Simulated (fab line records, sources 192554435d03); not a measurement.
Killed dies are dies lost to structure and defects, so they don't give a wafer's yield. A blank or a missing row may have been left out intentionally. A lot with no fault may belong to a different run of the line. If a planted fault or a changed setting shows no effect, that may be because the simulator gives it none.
One fault seen from 2 desks -- flow n5Finfet -- every desk sees just its own numbers, and what lay behind them comes last

## FOR THE TOOL OWNER'S DESK: arfiScanner-03
The tool's own readings at N5_HKMG_FIN_EXPOSE_09 (exposes mask NWFM): means of the sampled wafers that have a number, for each lot that ran on this tool. If a lot's mean is further than 4 standard deviations from the usual mean, the lot is out of limits and carries the mark OUT (the distance appears in the brackets).
Columns: A = stageVelMmS at N5_HKMG_FIN_EXPOSE_09, usual 499.95 mm/s
lot,first seen here,A
L515,day 4 03:35,500.21
L524,day 6 10:10,499.78
L525,day 6 13:53,499.86
L527,day 7 06:31,500.18
L528,day 7 11:19,499.86
L533,day 8 17:27,499.74
L534,day 9 00:08,500.19
Result from this desk: across the 7 lots, nothing is out of limits.

## THE METROLOGY DESK
Lot by lot, what the gauges showed, no matter which tool ran the lot: averages of those sampled wafers that carry a number. If a lot's mean is further than 4 standard deviations from the usual mean, the lot is out of limits and carries the mark OUT (the distance appears in the brackets).
Columns: A = NDIPOLE_OVL at N5_HKMG_FIN_OVL_MEAS_50, usual 0.4 nm; B = cdNm at N5_HKMG_FIN_CD_MEAS_12, usual 93.1 nm
lot,first seen here,A,B
L515,day 4 00:22,1.0,93.7
L517,day 4 15:01,0.7,93.1
L518,day 4 19:26,0.9,93.3
L519,day 5 01:41,0.2,92.6
L520,day 5 06:01,0.6,93.8
L521,day 5 14:16,0.1,93.7
L523,day 6 00:49,0.6,93.5
L524,day 6 06:56,-0.9,93.1
L525,day 6 10:43,1.4,93.4
L527,day 7 03:16,1.6,92.6
L528,day 7 08:08,-0.2,81.6 (-21) OUT
L531,day 8 01:30,-0.1,93.8
L533,day 8 13:51,0.0,81.8 (-21) OUT
L534,day 8 20:39,0.2,81.8 (-20) OUT
L538,day 9 20:55,-1.4,92.8
This desk's finding: out of limits on L528, L533, L534; first on L528, day 7 11:26 (cdNm at N5_HKMG_FIN_CD_MEAS_12). L515, L517, L518, L519, L520, L521, L523, L524, L525, L527, L531, L538: within limits.

## BROUGHT TOGETHER
The metrology desk could have raised an alarm at day 7 11:26, on L528, L533, L534.
The tool owner's desk saw nothing out of limits.
Tool owner's desk: L528, L533, L534 on record, inside its limits.
On arfiScanner-03, each named lot ran N5_HKMG_FIN_EXPOSE_09.

## WHAT THE SIMULATOR PUT IN
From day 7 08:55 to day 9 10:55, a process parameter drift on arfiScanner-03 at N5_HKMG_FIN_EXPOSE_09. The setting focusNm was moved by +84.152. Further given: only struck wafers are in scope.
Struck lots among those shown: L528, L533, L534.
Per desk, hours elapsed from the start of the fault to the first reading out of limits: for the metrology desk, 3.
